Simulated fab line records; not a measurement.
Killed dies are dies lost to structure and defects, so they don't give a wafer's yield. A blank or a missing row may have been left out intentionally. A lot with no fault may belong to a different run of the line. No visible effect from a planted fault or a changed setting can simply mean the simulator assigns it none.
8D (eight disciplines) problem report, filled in by code    flow nand-harc    the parts of the form that need people (team, actions taken, sign-off) are left out

== 1. WHAT WENT WRONG ==
Wafers without a fault read 49.5 s, standard deviation 2.7; time-to-endpoint-s at NHARC_A_SGD_CUT_CMP_21 reads a mean of 96.0 s on 3 wafers belonging to 2 lots. Measured from the usual mean, that is +17 standard deviations.
The step: polishes, target thk 148.19 nm.
First observed at day 25 17:13: wafer L463.3, on cmp-03. The record holds 39 wafers of 13 lots with a number at this step. Rule for "out" (also "out of limits"): further than 4 standard deviations from the usual mean. The rest of the wafers with a number are treated as sound.

== 2. WHAT THIS IS AND IS NOT ==
question                     is                      is not
which readings at this step  time-to-endpoint-s      motor-current-A
which lots                   L463, L465              L451, L452, L454, L456, L457, L458, L459, L460, L461, L472, L473
which wafers of those lots   L463.2, L463.3, L465.5  L463.1, L465.3, L465.6
read on which tools          cmp-03                  cmp-01, cmp-04
when                         from day 25 17:13       up to then (28 sound wafers); but 8 sound wafers of L465, L472, L473 came after

== 3. SUSPECTS, AND WHAT RULES EACH OUT ==
Counting: any tool at a process step up to the reading remains a suspect provided it ran every lot that is out. Sound lots after the first of them don't rule it out here, since some wafers of a struck lot are sound.
- fcvd-02 at NHARC_A_SGD_CUT_DEP_20 (deposits SiO2, target thk 150 nm): kept. Ran every lot that is out, first one L463 (day 25 12:33); last sound lot up to then L460 (day 23 17:46).
- cmp-03 at NHARC_A_SGD_CUT_CMP_21 (polishes, target thk 148.19 nm): kept. Ran every lot that is out, first one L463 (day 25 17:13); last sound lot up to then L457 (day 23 08:32). Out on those wafers are its own readings of time-to-endpoint-s.
The count leaves cmp-03 at NHARC_A_SGD_CUT_CMP_21 and fcvd-02 at NHARC_A_SGD_CUT_DEP_20.

== 4. THE CAUSE (what the simulator had put in) ==
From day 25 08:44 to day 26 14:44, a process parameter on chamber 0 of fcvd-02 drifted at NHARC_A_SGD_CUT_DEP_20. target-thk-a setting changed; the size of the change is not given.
2 suspects survive the count, and this tool is in that group.

== 5. THE CHAIN OF EFFECTS, in route order ==
One row per reading whose mean, taken over the struck wafers that have a number, lies over 3 standard deviations from the usual. Only readings for which the record gives a usual standard deviation are gone through. hours: the time from each lot's start at the first step in this table that gives one to its start at this step, as a median over the lots. sigmas: the change in usual standard deviations.
hours  step                    reading             usual   on struck wafers  change  sigmas
0      NHARC_A_SGD_CUT_CMP_21  time-to-endpoint-s  49.5 s  96.0              +46.5   +17
It contains these process steps:
- NHARC_A_SGD_CUT_CMP_21: polishes, target thk 148.19 nm.

== 6. HOW IT WOULD HAVE BEEN CAUGHT EARLIER ==
The fault began at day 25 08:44; the first out-of-limits reading in this record came at day 25 17:13, 8 hours later.
Each of the lots that are out, 2 in all, had begun NHARC_A_SGD_CUT_DEP_20 on fcvd-02 no later than day 25 17:13. Tool hold at that time: it would have spared none of them.
